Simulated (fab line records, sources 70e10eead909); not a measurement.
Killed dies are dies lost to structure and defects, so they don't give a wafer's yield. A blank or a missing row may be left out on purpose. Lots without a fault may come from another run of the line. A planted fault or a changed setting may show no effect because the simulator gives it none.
Which tool did it? | flow nand_harc | 6 lots, 18 wafers sampled, at 5 steps of a route of 1159

WHAT THE GAUGES READ, wafer by wafer
NHARC_P_M2_THK_MEAS_24: measures by xrf.
lot  | measured     | on            | thk_nm (nm)
L207 | day 6 16:49  | film_metro-01 | 143.1 146.9 147.6
L209 | day 7 08:50  | film_metro-02 | 144.5 143.9 145.9
L211 | day 7 15:19  | film_metro-01 | 145.0 146.1 143.0
L216 | day 8 22:13  | film_metro-01 | 142.2 145.9 143.3
L225 | day 11 10:14 | film_metro-01 | 146.4 144.9 149.4
L229 | day 12 02:13 | film_metro-01 | 146.1 145.5 146.9

WHICH TOOL RAN EACH LOT (tool, then ch and the chambers of the sampled wafers, then the start)
lot  | NHARC_P_M1_ANNEAL_31             | NHARC_P_M2_PVD_21                       | NHARC_P_M2_ECD_22              | NHARC_P_M2_CMP_23
L207 | rtp_anneal-02 ch 0, day 6 11:20  | pvd_sputter-01, day 6 15:53 or earlier  | ecd_cu-02 ch 0,1, day 6 15:53  | cmp-01 ch 0,2, day 6 16:30
L209 | rtp_anneal-02 ch 0, day 7 04:00  | pvd_sputter-02, day 7 07:52 or earlier  | ecd_cu-02 ch 0,1, day 7 07:52  | cmp-02 ch 0,3, day 7 08:33
L211 | rtp_anneal-02 ch 0, day 7 10:19  | pvd_sputter-01, day 7 14:20 or earlier  | ecd_cu-01 ch 0,1, day 7 14:20  | cmp-01 ch 1,2,3, day 7 15:01
L216 | rtp_anneal-01 ch 0, day 8 17:22  | pvd_sputter-01, day 8 21:10 or earlier  | ecd_cu-02 ch 0,1, day 8 21:10  | cmp-03 ch 0,2,3, day 8 21:53
L225 | rtp_anneal-01 ch 0, day 11 05:23 | pvd_sputter-01, day 11 09:18 or earlier | ecd_cu-02 ch 0,1, day 11 09:18 | cmp-02 ch 0,2,3, day 11 10:00
L229 | rtp_anneal-02 ch 0, day 11 21:26 | pvd_sputter-03, day 12 01:11 or earlier | ecd_cu-01 ch 0,1, day 12 01:11 | cmp-02 ch 0,1,3, day 12 01:55
- NHARC_P_M1_ANNEAL_31: time 90 s.
- NHARC_P_M2_PVD_21: deposits Cu, target thk 30 nm, time 20.49 s.
- NHARC_P_M2_ECD_22: material Cu, target thk 400 nm.
- NHARC_P_M2_CMP_23: polishes, t overpolish 20 s, target thk 144.3 nm.

THE ANSWER, worked out from the rows above alone
Rule: what is usual is taken from the lots themselves. Put in order of their means at a reading, lots are off if they are a third of the lots or fewer, leave a main group of 4 or more, and stand apart from it by a gap of 3 or more times the standard deviation of the main group's means; of several such gaps the widest counts. A main group whose means are all the same, to the digits that the tables above print for the reading, isn't used. A lot without any number at a reading at which 4 lots or more have one is off too. The other lots that the step has rows for count as sound.
No lot is off at any reading shown: from this, nothing can be told.

WHAT THE SIMULATOR HAD PUT IN
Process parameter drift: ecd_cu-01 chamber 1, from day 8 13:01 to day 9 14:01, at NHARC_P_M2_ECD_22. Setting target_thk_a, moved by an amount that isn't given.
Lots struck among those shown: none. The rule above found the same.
